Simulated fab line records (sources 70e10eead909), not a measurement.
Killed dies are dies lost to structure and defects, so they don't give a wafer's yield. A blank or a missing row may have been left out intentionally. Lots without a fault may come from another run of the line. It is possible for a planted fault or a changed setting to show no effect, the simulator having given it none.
2 desks looking at one fault | flow nand_harc | only its own numbers are on each desk; what lay behind them is given at the end

## FOR THE TOOL OWNER'S DESK: pvd_sputter-01
The tool's own readings at NHARC_A_M0_PVD_20 (deposits TaN, target thk 5 nm, time 8.06 s): means of the sampled wafers that have a number, for each lot that ran on this tool. Any lot whose mean is over 4 standard deviations away from the usual mean is out of limits and marked OUT; that distance is given in the brackets.
Columns: A = cathode_dc_power_W at NHARC_A_M0_PVD_20, usual 15000 W; B = substrate_temp_c at NHARC_A_M0_PVD_20, usual 50.00 C; C = throttle_valve_pct at NHARC_A_M0_PVD_20, usual 29.7 %
lot  | first seen here | A               | B     | C
L449 | day 22 20:40    | 14999           | 50.08 | 29.1
L450 | day 23 11:05    | 15000           | 50.04 | 30.3
L459 | day 26 21:19    | 14822 (-66) OUT | 49.99 | 29.5
L467 | day 30 12:58    | 15001           | 50.06 | 29.7
L470 | day 31 20:10    | 14999           | 49.96 | 29.2
L469 | day 31 21:40    | 15001           | 49.96 | 29.4
This desk's finding: out of limits on L459; first on L459, day 26 21:19 (cathode_dc_power_W at NHARC_A_M0_PVD_20). Within limits: L449, L450, L467, L470, L469.

## THE METROLOGY DESK
What the gauges read, lot by lot, whatever tool the lot ran on: means of the sampled wafers that have a number. Any lot whose mean is over 4 standard deviations away from the usual mean is out of limits and marked OUT; that distance is given in the brackets.
Columns: A = thk_nm at NHARC_A_M0_THK_MEAS_24, usual 113.5 nm
lot  | first seen here | A
L449 | day 22 21:56    | 112.9
L450 | day 23 12:23    | 112.4
L451 | day 23 12:48    | 113.9
L452 | day 24 12:46    | 113.5
L453 | day 24 14:26    | 111.5
L456 | day 25 19:52    | 114.6
L459 | day 26 22:37    | 114.7
L465 | day 29 12:29    | 114.0
L467 | day 30 14:19    | 114.6
L470 | day 31 21:25    | 114.2
L469 | day 31 22:57    | 113.3
L471 | day 32 18:58    | 114.1
This desk's finding: nothing out of limits on any of the 12 lots.

## BROUGHT TOGETHER
On L459, at day 26 21:19, an alarm was possible from the tool owner's desk.
At the metrology desk, nothing out of limits was observed.
The metrology desk holds a record of L459, inside its limits.
The lots listed all ran NHARC_A_M0_PVD_20 on pvd_sputter-01.

## WHAT HAD BEEN PUT IN BY THE SIMULATOR
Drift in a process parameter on pvd_sputter-01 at NHARC_A_M0_PVD_20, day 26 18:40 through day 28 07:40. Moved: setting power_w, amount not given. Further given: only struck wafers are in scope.
Shown lots that were struck: L459.
Time in hours from fault onset to the first out-of-limits reading at each desk: the tool owner's desk, 3.
